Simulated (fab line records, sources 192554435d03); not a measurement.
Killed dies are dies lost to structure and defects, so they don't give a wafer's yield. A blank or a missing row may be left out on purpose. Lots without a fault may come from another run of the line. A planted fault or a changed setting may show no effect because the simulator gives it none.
Split-lot experiment | flow n5_finfet | 7 lots, 39 wafers read, on a route of 1938 steps

THE SPLIT
At N5_BEOL_M5_ILD_DEP_00 (deposits SiCOH lowk from DEMS/porogen, target thk 140.64 nm, time 25.9 s), the setting time_s was moved away from the recipe's 25.9 s on 15 of the 39 wafers read, by -49.3% to +56.0%. The other wafers ran this setting at the recipe's value.

FROM THE SPLIT TO THE READING: what the file shows between them, 1 step
- N5_BEOL_M5_CURE_79: cures SiCOH lowk, time 240 s

THE READING
M5_ILD_THK, in nm, at N5_BEOL_M5_THK_MEAS_01. Fault-free wafers of this fab line usually give 120.9 nm, standard deviation 1.9 nm.

wafer  | tool, chamber at the split | time_s as run, s | against the recipe | M5_ILD_THK, nm | against lot-mates on the recipe
L074.1 | pecvd-03, 1                | 25.9             | recipe             | 120.2          | -
L074.2 | pecvd-03, 2                | 20.24            | -21.9%             | 92.2           | -27.5
L074.3 | pecvd-03, 0                | 20.24            | -21.9%             | 95.3           | -24.4
L074.4 | pecvd-03, 0                | 25.9             | recipe             | 121.0          | -
L074.5 | pecvd-03, 2                | 25.9             | recipe             | 117.9          | -
L074.6 | pecvd-03, 1                | 20.24            | -21.9%             | 96.5           | -23.2
L077.1 | pecvd-04, 2                | 25.9             | recipe             | 122.1          | -
L077.2 | pecvd-04, 0                | 25.9             | recipe             | 120.5          | -
L077.3 | pecvd-04, 1                | 34.14            | +31.8%             | 156.6          | +34.6
L077.4 | pecvd-04, 1                | 34.14            | +31.8%             | 159.5          | +37.5
L077.5 | pecvd-04, 0                | 25.9             | recipe             | 123.3          | -
L077.6 | pecvd-04, 2                | 34.14            | +31.8%             | 162.8          | +40.8
L081.1 | pecvd-04, 1                | 13.14            | -49.3%             | 59.6           | -60.6
L081.2 | pecvd-04, 0                | 25.9             | recipe             | 119.8          | -
L081.3 | pecvd-04, 2                | 13.14            | -49.3%             | 61.8           | -58.4
L081.4 | pecvd-04, 0                | 13.14            | -49.3%             | 61.6           | -58.6
L081.5 | pecvd-04, 2                | 25.9             | recipe             | 121.7          | -
L081.6 | pecvd-04, 1                | 25.9             | recipe             | 119.2          | -
L080.1 | pecvd-04, 0                | 25.9             | recipe             | 118.6          | -
L080.2 | pecvd-04, 1                | 25.9             | recipe             | 118.1          | -
L080.3 | pecvd-04, 1                | 25.9             | recipe             | 117.4          | -
L080.4 | pecvd-04, 0                | 25.9             | recipe             | 120.3          | -
L080.5 | pecvd-04, 1                | 25.9             | recipe             | 118.1          | -
L080.6 | pecvd-04, 0                | 25.9             | recipe             | 119.5          | -
L085.1 | pecvd-03, 0                | 25.9             | recipe             | 119.1          | -
L085.2 | pecvd-03, 2                | 33.74            | +30.3%             | 153.3          | +32.7
L085.3 | pecvd-03, 1                | 25.9             | recipe             | 121.0          | -
L085.4 | pecvd-03, 2                | 25.9             | recipe             | 121.6          | -
L085.5 | pecvd-03, 1                | 33.74            | +30.3%             | 157.9          | +37.3
L085.6 | pecvd-03, 0                | 33.74            | +30.3%             | 157.5          | +36.9
L095.2 | pecvd-04, 0                | 25.9             | recipe             | 122.0          | -
L095.3 | pecvd-04, 1                | 25.9             | recipe             | 120.1          | -
L095.6 | pecvd-04, 2                | 25.9             | recipe             | 122.4          | -
L097.1 | pecvd-02, 2                | 25.9             | recipe             | 117.5          | -
L097.2 | pecvd-02, 0                | 25.9             | recipe             | 119.0          | -
L097.3 | pecvd-02, 1                | 40.41            | +56.0%             | 186.3          | +66.4
L097.4 | pecvd-02, 0                | 40.41            | +56.0%             | 187.7          | +67.8
L097.5 | pecvd-02, 1                | 25.9             | recipe             | 123.1          | -
L097.6 | pecvd-02, 2                | 40.41            | +56.0%             | 185.9          | +66.0

THE FIT
A straight line over all 39 wafers: M5_ILD_THK changes by +1.2 nm for each +1% of time_s; r = +1.00; the points scatter about the line by 1.8 nm.
The same after taking each lot's own level away (the mean of its wafers on the recipe; 39 wafers): +1.19 nm for each +1%; r = +1.00; scatter 1.6 nm.
On that fit, the largest move of time_s shifts the reading by 67 nm.
The lots' own levels span 118.67 to 121.97 nm, that is 1.7 times the standard deviation above.
So the lot-to-lot level changes the slope little: the two slopes agree.
Check: with one of the wafers moved furthest among these (+56.0%) left out of the fit, the line predicts +66.7 nm for it against its lot-mates. It came out at +66.4 nm against them.

OTHER SPLITS ON THESE WAFERS
These wafers also went through other splits before the reading. Each is held against what the fit with the lots' levels taken away leaves over:
other split on the same wafers    | wafers away from the commonest value | r with M5_ILD_THK (lot level and that fit taken away)
N5_BEOL_M0_SAQP_ALD_48 ald_cycles | 15                                   | +0.17

THE WHOLE CHAIN: every reading that the file lists as answering this split, in the file's order
step                   | what it does                                                             | reading                                                                                  | change (the file's fit)              | r (the file's)
N5_BEOL_M5_ILD_DEP_00  | deposits SiCOH lowk from DEMS/porogen, target thk 140.64 nm, time 25.9 s | SiCOH_lowk_of_BEOL_M5_ILD_DEP_00.thk_nm (the simulator's own value, which no gauge read) | +1.37 nm for each +1% of the setting | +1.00
N5_BEOL_M5_CURE_79     | cures SiCOH lowk, time 240 s                                             | SiCOH_lowk_of_BEOL_M5_ILD_DEP_00.thk_nm (the simulator's own value, which no gauge read) | +1.19 nm for each +1% of the setting | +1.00
N5_BEOL_M5_THK_MEAS_01 |                                                                          | M5_ILD_THK                                                                               | +1.19 for each +1% of the setting    | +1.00

THE FILE'S OWN FIT
M5_ILD_THK changes by +1.19 nm for each +1% of time_s, r = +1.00.
